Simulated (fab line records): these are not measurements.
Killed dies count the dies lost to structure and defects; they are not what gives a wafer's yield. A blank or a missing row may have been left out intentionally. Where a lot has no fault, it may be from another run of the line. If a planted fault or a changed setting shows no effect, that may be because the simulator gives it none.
Chamber matching / flow n5_finfet / 4 sister chambers for N5_BEOL_M11_DESCUM_16 on rie_diel-03
The step chemistry O2, time 7.9 s. 8 wafers are shown with their chamber, then 8 later ones without.

EACH WAFER AND ITS CHAMBER
wafer=L079.4; chamber=1; drypump_motor_current_A (A)=6.24; showerhead_plenum_p_Torr (Torr)=1.99
wafer=L080.6; chamber=3; drypump_motor_current_A (A)=5.25; showerhead_plenum_p_Torr (Torr)=2.06
wafer=L085.4; chamber=2; drypump_motor_current_A (A)=5.51; showerhead_plenum_p_Torr (Torr)=2.24
wafer=L085.5; chamber=0; drypump_motor_current_A (A)=5.40; showerhead_plenum_p_Torr (Torr)=2.04
wafer=L087.4; chamber=2; drypump_motor_current_A (A)=5.51; showerhead_plenum_p_Torr (Torr)=2.24
wafer=L087.5; chamber=1; drypump_motor_current_A (A)=6.25; showerhead_plenum_p_Torr (Torr)=1.99
wafer=L087.6; chamber=0; drypump_motor_current_A (A)=5.39; showerhead_plenum_p_Torr (Torr)=2.04
wafer=L093.1; chamber=3; drypump_motor_current_A (A)=5.22; showerhead_plenum_p_Torr (Torr)=2.05

WAFERS WITHOUT THEIR CHAMBER
wafer=L093.3; drypump_motor_current_A (A)=6.25; showerhead_plenum_p_Torr (Torr)=1.98
wafer=L093.4; drypump_motor_current_A (A)=5.39; showerhead_plenum_p_Torr (Torr)=2.04
wafer=L095.2; drypump_motor_current_A (A)=6.24; showerhead_plenum_p_Torr (Torr)=1.98
wafer=L095.3; drypump_motor_current_A (A)=5.58; showerhead_plenum_p_Torr (Torr)=2.23
wafer=L095.5; drypump_motor_current_A (A)=5.20; showerhead_plenum_p_Torr (Torr)=2.05
wafer=L096.1; drypump_motor_current_A (A)=5.39; showerhead_plenum_p_Torr (Torr)=2.04
wafer=L096.2; drypump_motor_current_A (A)=5.23; showerhead_plenum_p_Torr (Torr)=2.05
wafer=L096.3; drypump_motor_current_A (A)=5.56; showerhead_plenum_p_Torr (Torr)=2.23

CHAMBER TAKEN BY EACH
wafer=L093.3; from the rows above=1; in truth=1
wafer=L093.4; from the rows above=0; in truth=0
wafer=L095.2; from the rows above=1; in truth=1
wafer=L095.3; from the rows above=2; in truth=2
wafer=L095.5; from the rows above=3; in truth=3
wafer=L096.1; from the rows above=0; in truth=0
wafer=L096.2; from the rows above=3; in truth=3
wafer=L096.3; from the rows above=2; in truth=2
Placed correctly: 8 of 8. Not placeable from these rows: 0. Placed wrongly: 0.
How it was worked out, from the rows above alone: a wafer's distance from a chamber is the root of the sum, over the readings, of the square of ((its reading less the chamber's mean) divided by the reading's scatter). If the next closest chamber is less than 2 further off than the closest, the wafer can't be placed; otherwise it belongs to the closest. A chamber's mean is the mean of its shown wafers. How the scatter is found: for the shown wafers, subtract from each reading the mean of its chamber, square and add these, divide the total by (wafers less chambers), then take the root.
